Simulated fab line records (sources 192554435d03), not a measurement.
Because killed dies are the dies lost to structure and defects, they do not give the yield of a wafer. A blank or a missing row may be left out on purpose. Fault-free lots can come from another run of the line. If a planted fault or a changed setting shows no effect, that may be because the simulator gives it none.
The same fault as seen by 3 desks | flow n5 finfet | what lay behind the numbers comes last; until then each desk has only its own

== THE DEFECT DESK ==
Per lot, the means of the sampled wafers with a number show what the inspections along the route counted. A lot is out of limits, marked OUT, if its mean lies more than 4 standard deviations from the usual mean; the brackets give that distance.
Columns: A = raw defect count at N5_MOL_CONTACT_COAG_INSPECT_57, usual 212
lot  | first seen here | A
L128 | day 7 00:40     | 223
L130 | day 7 18:34     | 295
L134 | day 8 15:30     | 174
L135 | day 8 17:47     | 194
L137 | day 9 08:04     | 233
L142 | day 10 17:47    | 199
This desk found nothing out of limits on any of the 6 lots.

== DESK OF THE TOOL OWNER: rie diel-04 ==
The tool's own readings at N5_MOL_CONTACT_COAG_ETCH_91 (etches SOC in N2/H2, target depth 60 nm, overetch 21 nm, time 101.2 s): means of the sampled wafers that have a number, for each lot that ran on this tool. A lot is out of limits, marked OUT, if its mean lies more than 4 standard deviations from the usual mean; the brackets give that distance.
Columns: A = drypump motor current A at N5_MOL_CONTACT_COAG_ETCH_91, usual 6.0 A; B = oes product au at N5_MOL_CONTACT_COAG_ETCH_91, usual 0.65 a.u.; C = rf vpp V at N5_MOL_CONTACT_COAG_ETCH_91, usual 523.9 V; D = showerhead plenum p Torr at N5_MOL_CONTACT_COAG_ETCH_91, usual 2.55 Torr; E = throttle valve pct at N5_MOL_CONTACT_COAG_ETCH_91, usual 17.80 %
lot  | first seen here | A   | B    | C     | D    | E
L130 | day 7 19:20     | 5.8 | 0.64 | 524.6 | 2.58 | 17.88
L134 | day 8 16:36     | 5.9 | 0.61 | 521.9 | 2.49 | 17.67
L137 | day 9 08:43     | 5.9 | 0.70 | 527.3 | 2.70 | 18.03
This desk found nothing out of limits on any of the 3 lots.

== AT THE METROLOGY DESK ==
Means of the sampled wafers that have a number, per lot and without regard to the tool the lot ran on: this is what the gauges read. A lot is out of limits, marked OUT, if its mean lies more than 4 standard deviations from the usual mean; the brackets give that distance.
Columns: A = cd nm at N5_MOL_CONTACT_COAG_CD_MEAS_84, usual 25.12 nm; B = VG_OVL at N5_MOL_CONTACT_COAG_OVL_MEAS_85, usual -0.5 nm
lot  | first seen here | A     | B
L128 | day 7 00:35     | 24.82 | -0.7
L130 | day 7 18:29     | 25.11 | -0.9
L134 | day 8 15:25     | 24.90 | -0.9
L135 | day 8 17:41     | 25.00 | 0.8
L137 | day 9 07:59     | 25.14 | -1.0
L142 | day 10 17:41    | 25.16 | 0.4
This desk found nothing out of limits on any of the 6 lots.

== PUT TOGETHER ==
Nothing out of limits was seen by the defect desk.
The tool owner's desk saw nothing out of limits.
Nothing out of limits was seen by the metrology desk.

== WHAT WAS PUT IN BY THE SIMULATOR ==
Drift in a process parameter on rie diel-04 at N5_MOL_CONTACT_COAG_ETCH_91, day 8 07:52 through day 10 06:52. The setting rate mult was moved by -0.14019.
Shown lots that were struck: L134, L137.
